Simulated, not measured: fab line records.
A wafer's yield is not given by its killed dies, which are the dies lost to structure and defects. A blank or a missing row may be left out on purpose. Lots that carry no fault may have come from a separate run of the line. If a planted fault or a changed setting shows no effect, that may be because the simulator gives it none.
A lot that was struck, set against a sound lot / flow nand harc / 16 out of 1159 route steps
Sound: these wafers, L568.1, L568.5, L568.6. Struck: wafer L579.2. (L579.4, L579.5 of the same lot were not struck and are left out.) The cause comes at the end.
Per side, at each step with rows, come the tool, then ch with its chambers, and then its first start. Under that, the readings that differ: sound wafers / struck wafers / difference of the means / sigmas: that difference in standard deviations of wafers without a fault.
alike: words and numbers the same on both sides, and readings whose means are apart by under 2 such deviations; not compared: readings that were withheld, readings missing a value for some wafer, numbers with overlapping values and no deviation given by the record, and bounds like >300 which may hide the same value.
A row with sigmas, a row that says differs or no value, or rows on one side alone: a step with any of these is where the two part. Numbers that have no deviation but don't overlap get no sigmas and don't part them. A reading missing from all wafers of one side parts the sides only when that side holds two or more wafers.

NHARC_THIN_TSV_DEP_43: deposits SiO2, target thk 1328.5 nm.
  sound on pecvd-02 ch 0,1, day 20 21:23; struck on pecvd-03 ch 1, day 23 06:30
reading=throttle valve pct (%); sound=16.6 16.4 17.1; struck=14.4; difference=-2.3; sigmas=-2
then, 8 steps without rows for these wafers: NHARC_THIN_TSV_DEHYDRATE_04 (time 120 s); NHARC_THIN_TSV_HMDS_05 (time 30 s); NHARC_THIN_TSV_COAT_06; NHARC_THIN_TSV_SOFTBAKE_07 (time 95 s); NHARC_THIN_TSV_EBR_08; NHARC_THIN_TSV_EXPOSE_09 (exposes mask TSV); NHARC_THIN_TSV_PEB_10 (peb time 85 s); NHARC_THIN_TSV_DEVELOP_11 (time 70 s).
NHARC_THIN_TSV_CD_MEAS_12: the cd target is 1000 nm.
  sound on cd sem-03 ch 0, day 20 22:03; struck on cd sem-03 ch 0, day 23 07:20
  alike: cd nm
then, 1 step without rows for these wafers: NHARC_THIN_TSV_HARDBAKE_13 (time 80 s).
NHARC_THIN_TSV_DESCUM_14: chemistry O2, time 3 s.
  sound on rie diel-08 ch 0,1,2, day 20 22:14; struck on rie diel-08 ch 1, day 23 07:29
  alike: drypump motor current A, oes product au, rf vpp V, showerhead plenum p Torr, throttle valve pct
  not compared: rf hours counter h
NHARC_THIN_TSV_ETCH_44: etches the open film in CF4/O2, target depth 1594.2 nm, time 797.1 s.
  sound on rie diel-08 ch 1,2, day 20 22:18; struck on rie diel-08 ch 0, day 23 07:35
reading=oes product au (a.u.); sound=0.983 0.994 0.980; struck=0.746; difference=-0.240; sigmas=-17
reading=rf fwd power W (W); sound=301.2 298.5 299.9; struck=180.0; difference=-119.9; sigmas=-99 or more
  alike: drypump motor current A, rf vpp V, showerhead plenum p Torr, throttle valve pct
  not compared: rf hours counter h
NHARC_THIN_TSV_ETCH_15: target depth 3000 nm, bosch target overetch cycles 2, bosch etch step 2.8 s.
  sound on rie si-03 ch 1,2,3, day 20 22:54; struck on rie si-03 ch 3, day 23 08:11
  alike: drypump motor current A, he backside leak sccm
  not compared: rf hours counter h
NHARC_THIN_TSV_CD_MEAS_16:
  struck on cd sem-02, day 23 08:20; sound on cd sem-03, day 20 23:01
reading=cd nm (nm); sound=998.9 1001.3 998.5; struck=1007.2; difference=+7.6; sigmas=+3
NHARC_THIN_TSV_STRIP_45: strips in O2.
  sound on plasma asher-01 ch 0,1, day 21 00:05; struck on plasma asher-02 ch 1, day 23 08:24
  alike: drypump motor current A, heater power w
  not compared: rf hours counter h

## WHERE THEY PART
First at NHARC_THIN_TSV_DEP_43; last, within this record, at NHARC_THIN_TSV_CD_MEAS_16. Later steps at which nothing parts them and some readings are alike: NHARC_THIN_TSV_STRIP_45.

WHY: what the simulator had put in
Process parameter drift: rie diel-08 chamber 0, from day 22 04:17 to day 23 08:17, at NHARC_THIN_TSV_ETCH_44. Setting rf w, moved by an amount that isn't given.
